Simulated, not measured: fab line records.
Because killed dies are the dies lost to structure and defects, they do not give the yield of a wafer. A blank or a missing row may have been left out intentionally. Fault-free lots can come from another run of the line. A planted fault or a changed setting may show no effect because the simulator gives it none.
Problem report, 8D (eight disciplines) form, completed by code || flow nandHarc || the parts of the form that need people (team, actions taken, sign-off) are left out

## 1. WHAT IS WRONG
Mean of rawDefectCount at NHARC_A_CHANNEL_HOLE_D1_INSPECT_40: 1138 across 3 wafers in 2 lots; on wafers with no fault it is 80 (standard deviation 27). Measured from the usual mean, that is +39 standard deviations.
First observed at day 11 19:47: wafer L575.1, on defectInspect-02. Wafers with a number at this step in the record: 33, from 11 lots. Rule for "out", or "out of limits": more than 4 standard deviations from the usual mean. The rest of the wafers with a number are treated as sound.

## 2. WHAT IT IS, WHAT IT ISN'T
{"question": "which readings at this step", "is": "rawDefectCount", "is not": "-"}
{"question": "which lots", "is": "L575, L577", "is not": "L569, L570, L572, L581, L583, L586, L587, L589, L591"}
{"question": "which wafers of those lots", "is": "L575.1, L575.4, L577.6", "is not": "L575.3, L577.3, L577.5"}
{"question": "read on which gauges", "is": "defectInspect-02", "is not": "defectInspect-01"}
{"question": "when", "is": "from day 11 19:47", "is not": "up to then (10 sound wafers); but 20 sound wafers of L577, L581, L583, L586, L587, L589, L591 came after"}

## 3. THE SUSPECTS, EACH WITH WHAT RULES IT OUT
Counting: any tool at a process step up to the reading remains a suspect provided it ran every lot that is out. Sound lots after the first of them don't rule it out here, since some wafers of a struck lot are sound.
- the gauge at NHARC_A_CHANNEL_HOLE_D1_INSPECT_40 is ruled out. All the wafers that are out were read on defectInspect-02, but those of them that NHARC_END_SORT_01 has rows for are out there too, on other tools.
- harEtch-02 at NHARC_A_CHANNEL_HOLE_D1_ETCH_19 (etches the open film in C4F8/O2/Ar, time 34.5 s): kept. Every lot that is out went through it, the first being L575 (day 11 14:07); the last sound lot it ran before that was L570 (day 9 11:58).
- harEtch-02 at NHARC_A_CHANNEL_HOLE_D1_ETCH_33 (etches the open film in C4F8/O2/Ar, time 90 s, target depth 400 nm): kept. Every lot that is out went through it, the first being L575 (day 11 18:04); the last sound lot it ran before that was L570 (day 9 15:56).
- Within harEtch-02 at NHARC_A_CHANNEL_HOLE_D1_ETCH_19: the wafers that are out ran in chamber 1; their sound lot-mates ran in chamber 0.
- Within harEtch-02 at NHARC_A_CHANNEL_HOLE_D1_ETCH_33: the wafers that are out ran in chamber 1; their sound lot-mates ran in chamber 0.
What counting leaves: harEtch-02 at NHARC_A_CHANNEL_HOLE_D1_ETCH_19 and harEtch-02 at NHARC_A_CHANNEL_HOLE_D1_ETCH_33.

## 4. THE CAUSE (what the simulator had put in)
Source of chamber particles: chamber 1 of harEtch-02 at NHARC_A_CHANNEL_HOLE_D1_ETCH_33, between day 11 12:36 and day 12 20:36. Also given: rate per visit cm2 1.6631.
After counting, 2 suspects remain, this tool included.

## 5. SEQUENCE OF EFFECTS, ordered by route
Each row: a reading whose mean over the struck wafers that have a number lies more than 3 standard deviations from the usual. Scope: only readings with a usual standard deviation given in the record; hours: median across lots of the time from each lot's start at the first step in this table that gives one to its start at this step; sigmas: change in usual standard deviations.
{"hours": 0, "step": "NHARC_A_CHANNEL_HOLE_D1_INSPECT_40", "reading": "rawDefectCount", "usual": 80, "on struck wafers": 1138, "change": "+1058", "sigmas": "+39"}
{"hours": 381, "step": "NHARC_END_SORT_01", "reading": "killedAtArray", "usual": 59, "on struck wafers": 142, "change": "+83", "sigmas": "+5.2"}
{"hours": 381, "step": "NHARC_END_SORT_01", "reading": "killedDies", "usual": 64, "on struck wafers": 150, "change": "+86", "sigmas": "+5.4"}

## 6. HOW IT WOULD HAVE BEEN CAUGHT EARLIER
Counted from the fault's start at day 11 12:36, it took 7 hours until the first out-of-limits reading at a measuring or inspecting step in this record, taken at day 11 19:47.
Of the tool readings at NHARC_A_CHANNEL_HOLE_D1_ETCH_33 for which the record gives a usual standard deviation, none was out on any struck wafer, so an alarm limit of 4 standard deviations on them would not have fired.
Among the 2 lots that are out, L577 began NHARC_A_CHANNEL_HOLE_D1_ETCH_33 on harEtch-02 after day 11 19:47. A tool hold placed at that time would have kept it from harm.
